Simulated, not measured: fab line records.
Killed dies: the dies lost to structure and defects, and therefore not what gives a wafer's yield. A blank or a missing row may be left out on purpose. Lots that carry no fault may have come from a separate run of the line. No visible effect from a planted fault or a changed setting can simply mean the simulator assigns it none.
Matching of chambers + flow nand-harc + NHARC_A_STAIRCASE_TRIM_12 on rie-diel-10 has 4 sister chambers
The step chemistry O2, time 211.2 s. 16 wafers are shown with their chamber, then 8 later ones without.

WAFERS, EACH WITH ITS CHAMBER
| wafer  | chamber | showerhead-plenum-p-Torr (Torr) | drypump-motor-current-A (A) | rf-vpp-V (V) |
|--------|---------|---------------------------------|-----------------------------|--------------|
| L078.4 | 3       | 3.28                            | 6.0                         | 57.6         |
| L078.5 | 0       | 3.72                            | 6.2                         | 59.2         |
| L078.6 | 1       | 3.79                            | 5.7                         | 58.3         |
| L082.4 | 3       | 3.27                            | 5.9                         | 56.1         |
| L082.5 | 2       | 3.63                            | 6.4                         | 57.9         |
| L082.6 | 3       | 3.27                            | 5.9                         | 56.8         |
| L084.1 | 0       | 3.71                            | 6.2                         | 58.8         |
| L084.2 | 2       | 3.63                            | 6.4                         | 58.5         |
| L084.4 | 3       | 3.27                            | 5.9                         | 57.2         |
| L085.2 | 3       | 3.27                            | 5.9                         | 56.0         |
| L085.4 | 2       | 3.63                            | 6.4                         | 58.9         |
| L085.6 | 3       | 3.27                            | 5.9                         | 57.5         |
| L090.1 | 1       | 3.78                            | 5.7                         | 57.9         |
| L090.4 | 2       | 3.63                            | 6.4                         | 58.5         |
| L090.5 | 1       | 3.78                            | 5.7                         | 59.2         |
| L089.4 | 0       | 3.70                            | 6.2                         | 59.0         |

SIGNATURES (averages over the wafers above)
| reading                  | chamber 0 | chamber 1 | chamber 2 | chamber 3 | scatter within a chamber |
|--------------------------|-----------|-----------|-----------|-----------|--------------------------|
| showerhead-plenum-p-Torr | 3.7100    | 3.7833    | 3.6300    | 3.2717    | 0.0054                   |
| drypump-motor-current-A  | 6.200     | 5.700     | 6.400     | 5.917     | 0.0264                   |
| rf-vpp-V                 | 59.000    | 58.467    | 58.450    | 56.867    | 0.568                    |
Rule: for each reading, subtract the chamber's mean from the wafer's reading, divide by that reading's scatter and square the result; add these up over the readings and take the root, which gives the wafer's distance from the chamber. The wafer belongs to the nearest chamber; if the next one is less than 2 further off, it can't be placed. How the scatter is found: for the shown wafers, subtract from each reading the mean of its chamber, square and add these, divide the total by (wafers less chambers), then take the root.

WAFERS WHOSE CHAMBER IS MISSING
| wafer  | showerhead-plenum-p-Torr (Torr) | drypump-motor-current-A (A) | rf-vpp-V (V) |
|--------|---------------------------------|-----------------------------|--------------|
| L089.5 | 3.70                            | 6.2                         | 58.0         |
| L089.6 | 3.27                            | 5.9                         | 56.7         |
| L092.1 | 3.26                            | 5.9                         | 57.4         |
| L092.2 | 3.70                            | 6.2                         | 56.3         |
| L092.5 | 3.77                            | 5.6                         | 58.5         |
| L097.1 | 3.77                            | 5.7                         | 58.4         |
| L097.2 | 3.81                            | 6.0                         | 59.5         |
| L097.4 | 3.69                            | 6.2                         | 56.8         |

EACH ONE'S CHAMBER
| wafer  | from the rows above | in truth                   |
|--------|---------------------|----------------------------|
| L089.5 | 0                   | 0                          |
| L089.6 | 3                   | 3                          |
| L092.1 | 3                   | 3                          |
| L092.2 | 0                   | 0                          |
| L092.5 | 1                   | 1                          |
| L097.1 | 1                   | 1                          |
| L097.2 | 1                   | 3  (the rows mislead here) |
| L097.4 | 0                   | 0                          |
7 of 8 placed correctly. Number that these rows cannot place: 0. 1 placed wrongly.
